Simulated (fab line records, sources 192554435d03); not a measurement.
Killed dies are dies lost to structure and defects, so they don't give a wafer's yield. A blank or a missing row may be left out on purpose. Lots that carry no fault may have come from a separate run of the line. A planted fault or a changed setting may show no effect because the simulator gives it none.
Chamber matching ; flow n5-finfet ; N5_BEOL_M11_ILD_DEP_00 on pecvd-02: 3 sister chambers
The step deposits SiCOH lowk from DEMS/porogen, target thk 308.51 nm, time 58 s. 20 wafers are shown with their chamber, then 10 later ones without.

## WAFERS, EACH WITH ITS CHAMBER
wafer;chamber;heater-power-w (W);throttle-valve-pct (%);showerhead-plenum-p-Torr (Torr)
L074.1;1;275;14.4;5.744
L074.2;0;397;14.7;5.758
L074.4;1;284;14.6;5.734
L077.4;0;429;14.5;5.737
L077.5;1;289;14.5;5.754
L077.6;2;364;13.6;5.718
L080.2;1;272;14.5;5.736
L080.3;2;370;13.7;5.715
L080.6;0;442;14.3;5.746
L086.2;2;341;13.7;5.725
L086.4;0;365;14.9;5.742
L086.6;2;349;13.9;5.732
L089.1;2;364;13.7;5.727
L089.2;0;414;14.7;5.762
L089.3;1;270;14.4;5.742
L089.4;1;270;14.5;5.755
L089.5;2;358;13.9;5.723
L089.6;0;421;15.0;5.742
L088.1;2;372;14.0;5.719
L088.5;1;308;14.7;5.756

SIGNATURES (means of the wafers above)
reading;chamber 0;chamber 1;chamber 2;scatter within a chamber
heater-power-w;411.33;281.14;359.71;18.2
throttle-valve-pct;14.683;14.514;13.786;0.176
showerhead-plenum-p-Torr;5.74783;5.74586;5.72271;0.00843
Rule: a wafer's distance from a chamber is the root of the sum, over the readings, of the square of ((its reading less the chamber's mean) divided by the reading's scatter). The wafer belongs to the nearest chamber; if the next one is less than 2 further off, it can't be placed. The scatter: the root of (the sum of the squares of (reading less its chamber's mean) over the shown wafers, divided by (wafers less chambers)).

## WAFERS WITH NO CHAMBER GIVEN
wafer;heater-power-w (W);throttle-valve-pct (%);showerhead-plenum-p-Torr (Torr)
L088.6;370;13.9;5.710
L096.1;348;13.9;5.716
L096.2;465;14.7;5.743
L096.3;359;13.5;5.730
L096.4;381;15.0;5.747
L096.5;360;13.9;5.725
L096.6;396;15.1;5.746
L097.1;300;14.3;5.731
L097.4;378;13.9;5.728
L097.5;304;14.8;5.747

## CHAMBER TAKEN BY EACH
wafer;from the rows above;in truth
L088.6;2;2
L096.1;2;2
L096.2;0;0
L096.3;2;2
L096.4;0;0
L096.5;2;2
L096.6;0;0
L097.1;1;1
L097.4;2;2
L097.5;1;1
Placed correctly: 10 of 10. Not placeable from these rows: 0. Number placed wrongly: 0.
